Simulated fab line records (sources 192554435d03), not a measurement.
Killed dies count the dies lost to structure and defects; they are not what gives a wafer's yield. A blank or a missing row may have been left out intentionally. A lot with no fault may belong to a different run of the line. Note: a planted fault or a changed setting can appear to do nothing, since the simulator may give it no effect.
Chamber matching	flow n5Finfet	N5_MIM_TOP_ETCH_PECVD_03 on pecvd-02 has 3 sister chambers
The step deposits SiNx from SiH4/NH3/N2, target thk 20 nm, time 17.6 s. 6 wafers are shown with their chamber, then 7 later ones without.

## WAFERS, EACH WITH ITS CHAMBER
wafer	chamber	throttleValvePct (%)	showerheadPlenumPTorr (Torr)
L896.1	2	34.2	5.08
L897.1	2	34.1	5.08
L904.3	1	37.9	5.11
L904.4	0	37.1	5.05
L907.1	1	37.4	5.10
L907.2	0	37.0	5.06

## WAFERS MISSING THEIR CHAMBER
wafer	throttleValvePct (%)	showerheadPlenumPTorr (Torr)
L907.5	37.6	5.10
L909.1	34.6	5.08
L909.2	37.9	5.10
L909.3	37.1	5.06
L915.1	37.6	5.10
L915.2	37.3	5.06
L915.6	34.4	5.07

## WHICH CHAMBER EACH WENT THROUGH
wafer	from the rows above	in truth
L907.5	1	1
L909.1	2	2
L909.2	1	1
L909.3	0	0
L915.1	1	1
L915.2	0	0
L915.6	2	2
Correct placement for 7 of the 7. Number that these rows cannot place: 0. Number placed wrongly: 0.
How it was worked out, from the rows above alone: a wafer's distance from a chamber is the root of the sum, over the readings, of the square of ((its reading less the chamber's mean) divided by the reading's scatter). If the next closest chamber is less than 2 further off than the closest, the wafer can't be placed; otherwise it belongs to the closest. For every chamber, the mean is computed from those of its wafers that are shown. How the scatter is found: for the shown wafers, subtract from each reading the mean of its chamber, square and add these, divide the total by (wafers less chambers), then take the root.
